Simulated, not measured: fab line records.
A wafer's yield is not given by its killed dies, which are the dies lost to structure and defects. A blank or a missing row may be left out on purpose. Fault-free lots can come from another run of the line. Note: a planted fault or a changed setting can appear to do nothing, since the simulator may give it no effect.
fab line records	flow nand_harc
record: lots: 24	wafers: 72	last_day: 33
route steps=1302 shown A_CONTACT@1014
lots that met no fault: taken from a fault-free run of the same line
start_h: start of the lot's first displayed wafer, in hours after the record's first day	wait_h: time in hours since the lot's previous step	" the same as in the row above	L1.1+2: several wafers, shown together as one row	- no value, or no start given	* or withheld: withheld	< > ~ a bound
route shown NAME@n: names a module that has steps shown in the file, with the first one's number in the route	usual: mean/standard deviation taken from wafers without a fault	same: alike in all rows	chamber/n: place in a boat	sites: each site's reading	_std_site: standard deviation of those values	_edge_site: mean of outer sites minus mean of inner sites	radius_mm: how far each site lies from the wafer's centre	mask NAME#n: copy n	behind: the tool/chamber that last shaped the wafer	hold: reason for holding the lot/hours on hold/outcome of the hold	device: whichever transistor did not switch (one of n, p or np)	end of line: at the end of the route, the tests of the same wafers	for a step that has no rows: nothing shown but its recipe	killed: not the wafer's yield, but the dies lost to structure and defects at the first sort	map: a wafer's dies, x killed, . not, _ none there
set.NAME: setting as actually run; set.NAME@STEP: the setting as run at that earlier step	model.NAME: the simulator's own value behind a step, which no gauge read
route steps across a sampled set of lots; one table per step, one row per wafer
services: when a tool's chamber went out of use (start_h, in hours from the record's first day, below 0 if earlier), for how many hours, and the reason
== steps ==
step: NHARC_A_CONTACT_ETCH_120
recipe: source_w: withheld	pressure_mtorr: 20	bias_v: 3000	time_s: 190	target_depth_a: 18500	ar_flow_sccm: withheld	c4f8_flow_sccm: withheld	o2_flow_sccm: withheld	chemistry: C4F8/O2/Ar
lot.wafer	tool	chamber	start_h	wait_h	rf_hours_counter_h
L074.2	har_cap_etch-01	0	496.62	0.1	126
L074.1	"	1	"	"	126
L074.4	"	1	"	"	-
L075.1	har_cap_etch-02	0	499.79	0.1	84
L075.4	"	0	"	"	-
L075.3	"	1	"	"	-
L076.2	har_cap_etch-02	0	511.39	0.1	88
L076.4	"	0	"	"	-
L076.3	"	1	"	"	-
L077.1	har_cap_etch-03	1	524.82	0.1	47
L077.6	"	0	"	"	-
L077.5	"	1	"	"	-
L078.2	har_cap_etch-02	1	526.34	0.1	93
L078.3	"	1	"	"	-
L078.4	"	0	"	"	-
L079.3	har_cap_etch-02	0	547.82	0.1	-
L079.5	"	1	"	"	-
L079.6	"	0	"	"	-
L080.2	har_cap_etch-01	1	548.65	0.1	6
L080.1	"	0	"	"	6
L080.5	"	1	"	"	-
L083.1	har_cap_etch-01	0	566.98	0.1	8
L083.4	"	0	"	"	-
L083.5	"	1	"	"	-
L081.3	har_cap_etch-03	0	569.17	0.1	-
L081.4	"	1	"	"	-
L081.5	"	1	"	"	-
L082.2	har_cap_etch-02	0	572.64	0.1	103
L082.1	"	1	"	"	103
L082.6	"	1	"	"	-
L084.2	har_cap_etch-03	1	589.75	0.1	58
L084.3	"	1	"	"	-
L084.6	"	1	"	"	-
L085.1	har_cap_etch-01	1	589.94	0.1	14
L085.3	"	0	"	"	-
L085.6	"	0	"	"	-
L087.2	har_cap_etch-02	0	618.81	0.1	111
L087.3	"	1	"	"	-
L087.6	"	1	"	"	-
L086.2	har_cap_etch-03	1	620.01	0.1	63
L086.4	"	0	"	"	-
L086.3	"	1	"	"	-
L089.3	har_cap_etch-03	0	635.59	0.2	-
L089.6	"	1	"	"	-
L089.5	"	0	"	"	-
L088.4	har_cap_etch-01	0	638.36	0.1	-
L088.3	"	1	"	"	-
L088.6	"	0	"	"	-
L090.2	har_cap_etch-01	0	664.36	0.1	25
L090.1	"	1	"	"	25
L090.3	"	1	"	"	-
L091.2	har_cap_etch-03	0	664.99	0.2	70
L091.3	"	0	"	"	-
L091.6	"	1	"	"	-
L093.2	har_cap_etch-03	1	681.62	0.2	73
L093.3	"	1	"	"	-
L093.5	"	0	"	"	-
L092.3	har_cap_etch-01	0	685.35	0.1	-
L092.4	"	1	"	"	-
L092.5	"	1	"	"	-
L095.3	har_cap_etch-03	1	699.68	0.2	-
L095.6	"	0	"	"	-
L095.5	"	1	"	"	-
L094.1	har_cap_etch-02	0	700.02	0.1	125
L094.3	"	1	"	"	-
L094.4	"	0	"	"	-
L096.1	har_cap_etch-03	1	714.59	0.2	80
L096.3	"	0	"	"	-
L096.5	"	0	"	"	-
L097.2	har_cap_etch-02	0	725.44	0.1	130
L097.3	"	0	"	"	-
L097.4	"	1	"	"	-
step: NHARC_A_CONTACT_ETCH_122
recipe: source_w: withheld	pressure_mtorr: 20	bias_v: 3000	time_s: 190	target_depth_a: 18500	ar_flow_sccm: withheld	c4f8_flow_sccm: withheld	o2_flow_sccm: withheld	chemistry: C4F8/O2/Ar
lot.wafer	tool	chamber	start_h	wait_h	rf_hours_counter_h
L074.2	har_cap_etch-01	0	496.96	0.1	126
L074.1	"	1	"	"	126
L074.4	"	1	"	"	-
L075.1	har_cap_etch-02	0	500.13	0.1	84
L075.4	"	0	"	"	-
L075.3	"	1	"	"	-
L076.2	har_cap_etch-02	0	511.73	0.1	88
L076.4	"	0	"	"	-
L076.3	"	1	"	"	-
L077.1	har_cap_etch-03	1	525.17	0.1	47
L077.6	"	0	"	"	-
L077.5	"	1	"	"	-
L078.2	har_cap_etch-02	1	526.68	0.1	94
L078.3	"	1	"	"	-
L078.4	"	0	"	"	-
L079.3	har_cap_etch-02	0	548.16	0.1	-
L079.5	"	1	"	"	-
L079.6	"	0	"	"	-
L080.2	har_cap_etch-01	1	549.00	0.1	6
L080.1	"	0	"	"	6
L080.5	"	1	"	"	-
L083.1	har_cap_etch-01	0	567.33	0.1	8
L083.4	"	0	"	"	-
L083.5	"	1	"	"	-
L081.3	har_cap_etch-03	0	569.51	0.1	-
L081.4	"	1	"	"	-
L081.5	"	1	"	"	-
L082.2	har_cap_etch-02	0	572.98	0.1	103
L082.1	"	1	"	"	103
L082.6	"	1	"	"	-
L084.2	har_cap_etch-03	1	590.09	0.1	58
L084.3	"	1	"	"	-
L084.6	"	1	"	"	-
L085.1	har_cap_etch-01	1	590.28	0.1	14
L085.3	"	0	"	"	-
L085.6	"	0	"	"	-
L087.2	har_cap_etch-02	0	619.16	0.1	112
L087.3	"	1	"	"	-
L087.6	"	1	"	"	-
L086.2	har_cap_etch-03	1	620.35	0.1	63
L086.4	"	0	"	"	-
L086.3	"	1	"	"	-
L089.3	har_cap_etch-03	0	636.05	0.2	-
L089.6	"	1	"	"	-
L089.5	"	0	"	"	-
L088.4	har_cap_etch-01	0	638.71	0.1	-
L088.3	"	1	"	"	-
L088.6	"	0	"	"	-
L090.2	har_cap_etch-01	0	664.70	0.1	25
L090.1	"	1	"	"	25
L090.3	"	1	"	"	-
L091.2	har_cap_etch-03	0	665.44	0.2	71
L091.3	"	0	"	"	-
L091.6	"	1	"	"	-
L093.2	har_cap_etch-03	1	682.08	0.2	73
L093.3	"	1	"	"	-
L093.5	"	0	"	"	-
L092.3	har_cap_etch-01	0	685.70	0.1	-
L092.4	"	1	"	"	-
L092.5	"	1	"	"	-
L095.3	har_cap_etch-03	1	700.13	0.2	-
L095.6	"	0	"	"	-
L095.5	"	1	"	"	-
L094.1	har_cap_etch-02	0	700.37	0.1	125
L094.3	"	1	"	"	-
L094.4	"	0	"	"	-
L096.1	har_cap_etch-03	1	715.05	0.2	80
L096.3	"	0	"	"	-
L096.5	"	0	"	"	-
L097.2	har_cap_etch-02	0	725.78	0.1	130
L097.3	"	0	"	"	-
L097.4	"	1	"	"	-
step: NHARC_A_CONTACT_STRIP_55
recipe: o2_flow_sccm: 500	ar_flow_sccm: 0	bias_w: 0	chemistry: O2
usual: drypump_motor_current_A: 5.8/0.42	mfc_ar_sccm: 0.008/0.011	oes_product_au: 1.002/0.012	rf_vpp_V: 57.8/0.98	showerhead_plenum_p_Torr: 3.52/0.18	throttle_valve_pct: 17.036/0.0089
lot.wafer	tool	chamber	start_h	wait_h	drypump_motor_current_A	mfc_ar_sccm	oes_product_au	rf_hours_counter_h	rf_vpp_V	showerhead_plenum_p_Torr	throttle_valve_pct
L074.2	rie_diel-01	2	-	-	5.9	0	0.991	23	58.0	3.41	17.029
L074.1	"	3	"	"	5.2	0.007	1.001	22	57.3	3.29	17.026
L074.4	"	0	"	"	6.3	0	1.008	20	58.9	3.63	17.036
L075.3	rie_diel-01	0	-	-	6.3	0	1.014	21	56.3	3.63	17.028
L075.1	"	1	"	"	5.5	0.020	0.992	23	59.1	3.79	17.045
L075.4	"	3	"	"	5.1	0.007	0.991	22	57.5	3.29	17.036
L076.3	rie_diel-03	3	-	-	5.8	0.039	1.018	55	57.2	3.60	17.040
L076.2	"	0	"	"	6.0	0.015	0.996	52	57.8	3.48	17.027
L076.4	"	1	"	"	5.9	0	0.994	58	56.9	3.71	17.025
L077.1	rie_diel-03	0	-	-	5.9	0.015	1.010	1	58.3	3.48	17.016
L077.5	"	3	"	"	5.8	0.039	1.022	-	57.7	3.60	17.046
L077.6	"	0	"	"	6.0	0.015	1.020	-	58.6	3.48	17.028
L078.4	rie_diel-01	3	-	-	5.2	0.007	0.995	30	58.6	3.29	17.025
L078.2	"	0	"	"	6.3	0	1.012	27	58.3	3.63	17.038
L078.3	"	1	"	"	5.4	0.020	0.987	31	59.8	3.79	17.040
L079.3	rie_diel-01	0	-	-	6.3	0	1.016	32	56.6	3.63	17.032
L079.6	"	0	"	"	6.3	0	1.010	-	58.0	3.63	17.035
L079.5	"	1	"	"	5.5	0.020	0.996	-	57.7	3.79	17.040
L080.1	rie_diel-01	3	-	-	5.2	0.007	0.997	36	56.7	3.28	17.044
L080.2	"	2	"	"	5.9	0	0.976	36	58.4	3.41	17.054
L080.5	"	3	"	"	5.2	0.007	1.009	-	56.6	3.28	17.034
L083.4	rie_diel-01	1	-	-	5.5	0.020	0.992	1	56.9	3.79	17.032
L083.1	"	2	"	"	5.9	0	0.981	1	57.6	3.41	17.040
L083.5	"	1	"	"	5.4	0.020	0.993	-	60.4	3.79	17.024
L081.3	rie_diel-01	0	-	-	6.3	0	1.012	1	57.8	3.63	17.046
L081.4	"	2	"	"	5.9	0	0.994	1	57.6	3.41	17.044
L081.5	"	0	"	"	6.3	0	1.021	-	57.8	3.63	17.031
L082.2	rie_diel-01	2	-	-	5.9	0	0.982	1	59.0	3.41	17.040
L082.1	"	0	"	"	6.3	0	1.016	1	58.1	3.63	17.035
L082.6	"	1	"	"	5.5	0.020	0.992	-	58.9	3.79	17.046
L084.2	rie_diel-03	0	-	-	5.9	0.015	1.016	27	59.0	3.47	17.048
L084.3	"	1	"	"	5.9	0	1.007	28	57.7	3.69	17.034
L084.6	"	0	"	"	5.9	0.015	1.016	-	55.7	3.47	17.030
L085.1	rie_diel-01	3	-	-	5.1	0.007	1.000	3	57.8	3.28	17.032
L085.3	"	1	"	"	5.5	0.020	0.993	3	57.7	3.79	17.032
L085.6	"	3	"	"	5.2	0.007	1.008	-	55.8	3.28	17.036
L087.3	rie_diel-03	1	-	-	5.9	0	1.000	38	59.5	3.69	17.034
L087.2	"	3	"	"	5.8	0.039	1.000	30	59.8	3.58	17.031
L087.6	"	2	"	"	6.1	0.001	1.012	-	58.0	3.79	17.026
L086.3	rie_diel-13	2	-	-	6.3	0.027	1.023	34	57.5	3.34	17.054
L086.4	"	0	"	"	5.4	0	1.011	31	58.3	3.41	17.040
L086.2	"	1	"	"	5.6	0	1.021	26	58.6	3.49	17.032
L089.3	rie_diel-13	1	-	-	5.6	0	1.007	29	57.2	3.49	17.036
L089.6	"	1	"	"	5.6	0	1.006	-	57.9	3.49	17.036
L089.5	"	2	"	"	6.2	0.027	1.012	-	58.3	3.34	17.034
L088.4	rie_diel-13	0	-	-	5.4	0	1.007	38	57.1	3.41	17.033
L088.3	"	3	"	"	6.6	0	0.995	40	59.2	3.53	17.030
L088.6	"	1	"	"	5.6	0	1.009	-	57.5	3.49	17.031
L090.1	rie_diel-01	3	-	-	5.2	0.007	1.005	16	57.8	3.27	17.024
L090.3	"	0	"	"	6.3	0	1.014	15	59.2	3.62	17.039
L090.2	"	2	"	"	5.9	0	0.995	16	57.4	3.40	17.052
L091.2	rie_diel-01	2	-	-	5.9	0	0.989	16	57.7	3.40	17.020
L091.3	"	0	"	"	6.3	0	1.011	15	56.9	3.62	17.053
L091.6	"	2	"	"	5.9	0	0.984	-	57.2	3.40	17.048
L093.3	rie_diel-13	0	-	-	5.4	0	1.006	54	57.5	3.40	17.031
L093.2	"	1	"	"	5.6	0	1.012	45	58.0	3.48	17.041
L093.5	"	0	"	"	5.4	0	1.004	-	57.0	3.40	17.020
L092.4	rie_diel-01	2	-	-	5.9	0	1.003	20	55.9	3.40	17.042
L092.3	"	1	"	"	5.4	0.020	0.988	11	59.0	3.78	17.039
L092.5	"	3	"	"	5.2	0.007	1.019	-	57.1	3.27	17.041
L095.3	rie_diel-01	0	-	-	6.3	0	1.012	21	56.9	3.61	17.042
L095.5	"	3	"	"	5.2	0.007	1.011	-	57.0	3.27	17.049
L095.6	"	0	"	"	6.3	0	1.019	-	59.8	3.61	17.018
L094.3	rie_diel-01	3	-	-	5.1	0.007	1.012	22	58.3	3.27	17.039
L094.1	"	0	"	"	6.3	0	1.009	21	58.3	3.61	17.036
L094.4	"	1	"	"	5.4	0.020	0.990	16	58.9	3.78	17.035
L096.3	rie_diel-01	0	-	-	6.3	0	1.002	24	57.3	3.61	17.039
L096.1	"	1	"	"	5.4	0.020	0.985	18	58.7	3.78	17.050
L096.5	"	3	"	"	5.2	0.007	1.005	-	58.2	3.27	17.047
L097.4	rie_diel-01	2	-	-	5.9	0	0.992	28	55.4	3.39	17.038
L097.3	"	3	"	"	5.2	0.007	0.999	26	57.5	3.27	17.043
L097.2	"	0	"	"	6.3	0	1.015	25	58.0	3.61	17.029
step: NHARC_A_CONTACT_INSPECT_71
usual: raw_defect_count: 82/43
lot.wafer	tool	chamber	start_h	wait_h	raw_defect_count
L074.1	defect_inspect-01	-	503.81	0.0	80
L074.2	"	-	"	"	78
L074.4	"	-	"	"	74
L075.1	defect_inspect-02	-	510.71	0.0	48
L075.3	"	-	"	"	43
L075.4	"	-	"	"	52
L076.2	defect_inspect-01	-	518.15	0.0	66
L076.3	"	-	"	"	64
L076.4	"	-	"	"	56
L077.1	defect_inspect-02	-	531.67	0.0	23
L077.5	"	-	"	"	28
L077.6	"	-	"	"	19
L078.2	defect_inspect-01	-	534.13	0.0	154
L078.3	"	-	"	"	158
L078.4	"	-	"	"	158
L079.3	defect_inspect-01	-	554.73	0.0	150
L079.5	"	-	"	"	160
L079.6	"	-	"	"	139
L080.1	defect_inspect-01	-	555.42	0.0	25
L080.2	"	-	"	"	22
L080.5	"	-	"	"	23
L083.1	defect_inspect-01	-	578.55	0.0	172
L083.4	"	-	"	"	170
L083.5	"	-	"	"	167
L081.3	defect_inspect-02	-	578.70	0.0	119
L081.4	"	-	"	"	111
L081.5	"	-	"	"	104
L082.1	defect_inspect-02	-	579.46	0.0	76
L082.2	"	-	"	"	76
L082.6	"	-	"	"	82
L084.2	defect_inspect-01	-	596.49	0.0	116
L084.3	"	-	"	"	145
L084.6	"	-	"	"	154
L085.1	defect_inspect-02	-	596.82	0.0	26
L085.3	"	-	"	"	27
L085.6	"	-	"	"	25
L087.2	defect_inspect-02	-	627.75	0.0	101
L087.3	"	-	"	"	86
L087.6	"	-	"	"	95
L086.2	defect_inspect-02	-	628.75	0.0	67
L086.3	"	-	"	"	50
L086.4	"	-	"	"	58
L089.3	defect_inspect-01	-	642.52	0.0	108
L089.5	"	-	"	"	117
L089.6	"	-	"	"	112
L088.3	defect_inspect-01	-	645.90	0.0	58
L088.4	"	-	"	"	41
L088.6	"	-	"	"	49
L090.1	defect_inspect-01	-	671.14	0.0	122
L090.2	"	-	"	"	122
L090.3	"	-	"	"	104
L091.2	defect_inspect-02	-	673.51	0.0	75
L091.3	"	-	"	"	73
L091.6	"	-	"	"	80
L093.2	defect_inspect-01	-	688.97	0.0	106
L093.3	"	-	"	"	103
L093.5	"	-	"	"	117
L092.3	defect_inspect-02	-	692.05	0.0	27
L092.4	"	-	"	"	28
L092.5	"	-	"	"	35
L095.3	defect_inspect-02	-	706.84	0.0	29
L095.5	"	-	"	"	37
L095.6	"	-	"	"	25
L094.1	defect_inspect-02	-	706.99	0.0	70
L094.3	"	-	"	"	93
L094.4	"	-	"	"	94
L096.1	defect_inspect-01	-	721.66	0.0	97
L096.3	"	-	"	"	90
L096.5	"	-	"	"	90
L097.2	defect_inspect-01	-	735.89	0.0	68
L097.3	"	-	"	"	60
L097.4	"	-	"	"	46
step: NHARC_A_CONTACT_ETCH_127
recipe: source_w: withheld	pressure_mtorr: 20	bias_v: 3000	time_s: 197	target_depth_a: 19180	ar_flow_sccm: withheld	c4f8_flow_sccm: withheld	o2_flow_sccm: withheld	chemistry: C4F8/O2/Ar
lot.wafer	tool	chamber	start_h	wait_h	rf_hours_counter_h
L074.2	har_cap_etch-03	1	505.98	0.1	42
L074.1	"	0	"	"	42
L074.4	"	0	"	"	-
L075.1	har_cap_etch-02	0	512.98	0.1	89
L075.3	"	0	"	"	-
L075.4	"	1	"	"	-
L076.2	har_cap_etch-01	0	520.57	0.1	0
L076.3	"	0	"	"	-
L076.4	"	1	"	"	-
L077.1	har_cap_etch-03	0	533.83	0.1	48
L077.5	"	0	"	"	-
L077.6	"	1	"	"	-
L078.2	har_cap_etch-02	0	536.33	0.1	95
L078.3	"	1	"	"	-
L078.4	"	0	"	"	-
L079.3	har_cap_etch-03	0	557.21	0.2	-
L079.6	"	1	"	"	-
L079.5	"	0	"	"	-
L080.1	har_cap_etch-02	0	557.58	0.1	99
L080.2	"	1	"	"	99
L080.5	"	0	"	"	-
L083.1	har_cap_etch-03	1	580.74	0.1	55
L083.4	"	1	"	"	-
L083.5	"	0	"	"	-
L081.3	har_cap_etch-01	0	581.00	0.1	-
L081.4	"	1	"	"	-
L081.5	"	1	"	"	-
L082.1	har_cap_etch-02	0	581.64	0.2	104
L082.2	"	1	"	"	104
L082.6	"	1	"	"	-
L084.2	har_cap_etch-01	0	598.66	0.1	15
L084.3	"	0	"	"	-
L084.6	"	1	"	"	-
L085.1	har_cap_etch-02	1	599.23	0.1	109
L085.3	"	1	"	"	-
L085.6	"	1	"	"	-
L087.2	har_cap_etch-01	0	630.11	0.1	18
L087.3	"	0	"	"	-
L087.6	"	1	"	"	-
L086.2	har_cap_etch-02	1	631.28	0.1	113
L086.3	"	1	"	"	-
L086.4	"	0	"	"	-
L089.3	har_cap_etch-02	0	645.03	0.1	-
L089.5	"	0	"	"	-
L089.6	"	1	"	"	-
L088.4	har_cap_etch-01	0	648.42	0.1	-
L088.3	"	1	"	"	-
L088.6	"	0	"	"	-
L090.2	har_cap_etch-02	0	673.35	0.1	119
L090.1	"	1	"	"	119
L090.3	"	0	"	"	-
L091.2	har_cap_etch-01	1	675.70	0.1	26
L091.3	"	1	"	"	-
L091.6	"	0	"	"	-
L093.2	har_cap_etch-02	1	694.07	0.1	122
L093.3	"	1	"	"	-
L093.5	"	1	"	"	-
L092.4	har_cap_etch-01	1	694.31	0.1	-
L092.3	"	0	"	"	-
L092.5	"	1	"	"	-
L095.3	har_cap_etch-02	0	709.06	0.1	-
L095.6	"	0	"	"	-
L095.5	"	1	"	"	-
L094.1	har_cap_etch-01	0	709.16	0.1	33
L094.4	"	0	"	"	-
L094.3	"	1	"	"	-
L096.1	har_cap_etch-03	1	723.85	0.1	81
L096.3	"	0	"	"	-
L096.5	"	1	"	"	-
L097.2	har_cap_etch-03	0	738.06	0.1	83
L097.4	"	1	"	"	-
L097.3	"	0	"	"	-
step: NHARC_A_CONTACT_DEP_84
recipe: target_thk_a: 28000	temp_c: 400	material: aC
usual: throttle_valve_pct: 34.998/0.0094
lot.wafer	tool	chamber	start_h	wait_h	throttle_valve_pct
L074.1	acl_dep-02	0	509.97	-	34.996
L074.2	"	0	"	"	34.996
L074.4	"	0	"	"	35.002
L075.1	acl_dep-01	0	516.09	-	35.002
L075.3	"	0	"	"	34.997
L075.4	"	0	"	"	35.019
L076.2	acl_dep-01	0	525.99	-	34.996
L076.3	"	0	"	"	35.000
L076.4	"	0	"	"	35.007
L077.1	acl_dep-03	0	536.85	-	35.000
L077.5	"	0	538.01	-	34.996
L077.6	"	0	"	"	35.002
L078.2	acl_dep-01	0	540.16	-	35.009
L078.3	"	0	"	"	35.006
L078.4	"	0	"	"	35.005
L079.3	acl_dep-02	0	564.96	-	34.998
L079.5	"	0	"	"	35.009
L079.6	"	0	"	"	35.003
L080.1	acl_dep-02	0	566.10	-	34.982
L080.2	"	0	"	"	35.004
L080.5	"	0	"	"	35.003
L083.1	acl_dep-02	0	585.44	-	34.990
L083.4	"	0	"	"	35.005
L083.5	"	0	"	"	34.997
L082.1	acl_dep-02	0	587.15	-	35.003
L082.2	"	0	"	"	34.993
L082.6	"	0	588.59	-	35.013
L081.3	acl_dep-01	0	587.48	-	34.996
L081.4	"	0	"	"	34.988
L081.5	"	0	"	"	35.001
L084.2	acl_dep-02	0	601.96	-	34.997
L084.3	"	0	"	"	34.992
L084.6	"	0	"	"	35.005
L085.1	acl_dep-01	0	603.04	-	35.003
L085.3	"	0	"	"	35.013
L085.6	"	0	"	"	34.996
L087.2	acl_dep-02	0	633.92	-	35.009
L087.3	"	0	"	"	35.017
L087.6	"	0	"	"	34.984
L086.2	acl_dep-01	0	634.73	-	35.003
L086.3	"	0	"	"	34.982
L086.4	"	0	"	"	35.004
L089.3	acl_dep-01	0	648.56	-	34.989
L089.5	"	0	"	"	34.997
L089.6	"	0	"	"	35.021
L088.3	acl_dep-01	0	654.57	-	34.993
L088.4	"	0	"	"	34.996
L088.6	"	0	"	"	35.005
L090.1	acl_dep-01	0	677.77	-	34.981
L090.2	"	0	"	"	34.996
L090.3	"	0	"	"	34.995
L091.2	acl_dep-01	0	681.65	-	35.006
L091.3	"	0	"	"	35.002
L091.6	"	0	"	"	34.995
L093.2	acl_dep-02	0	697.75	-	34.988
L093.3	"	0	"	"	34.999
L093.5	"	0	"	"	34.994
L092.3	acl_dep-01	0	698.21	-	34.990
L092.4	"	0	"	"	35.001
L092.5	"	0	"	"	34.990
L094.1	acl_dep-02	0	712.21	-	34.999
L094.3	"	0	"	"	35.009
L094.4	"	0	"	"	34.985
L095.3	acl_dep-01	0	713.35	-	34.998
L095.5	"	0	"	"	34.989
L095.6	"	0	"	"	34.989
L096.1	acl_dep-02	0	726.86	-	35.014
L096.3	"	0	"	"	34.995
L096.5	"	0	"	"	34.986
L097.2	acl_dep-03	0	741.69	-	35.004
L097.3	"	0	"	"	34.996
L097.4	"	0	"	"	34.998
== services ==
tool	chamber	start_h	hours	kind
acl_dep-03	-	483.09	13.0	pm
rie_diel-01	0	484.88	6.7	repair
har_cap_etch-01	-	490.05	1.6	repair
har_cap_etch-01	-	497.64	17.0	pm
har_cap_etch-01	0	497.64	17.0	vent_cycle
rie_diel-03	-	515.03	9.0	pm
rie_diel-13	-	519.98	9.0	pm
acl_dep-01	-	553.98	13.0	pm
rie_diel-01	-	557.95	9.0	pm
rie_diel-13	1	560.85	12.8	repair
rie_diel-13	0	610.55	8.2	repair
acl_dep-02	-	610.65	13.0	pm
rie_diel-13	1	628.30	5.6	repair
rie_diel-01	-	636.88	0.2	repair
har_cap_etch-01	-	646.29	0.3	repair
acl_dep-01	-	651.39	2.6	repair
rie_diel-01	1	656.12	5.1	repair
acl_dep-03	-	664.83	13.0	pm
har_cap_etch-01	-	686.42	0.4	repair
rie_diel-03	-	692.03	9.0	pm
rie_diel-13	-	697.05	9.0	pm
rie_diel-01	0	729.22	4.8	repair
rie_diel-01	-	734.95	9.0	pm
acl_dep-01	-	735.31	13.0	pm
== key ==
fault none
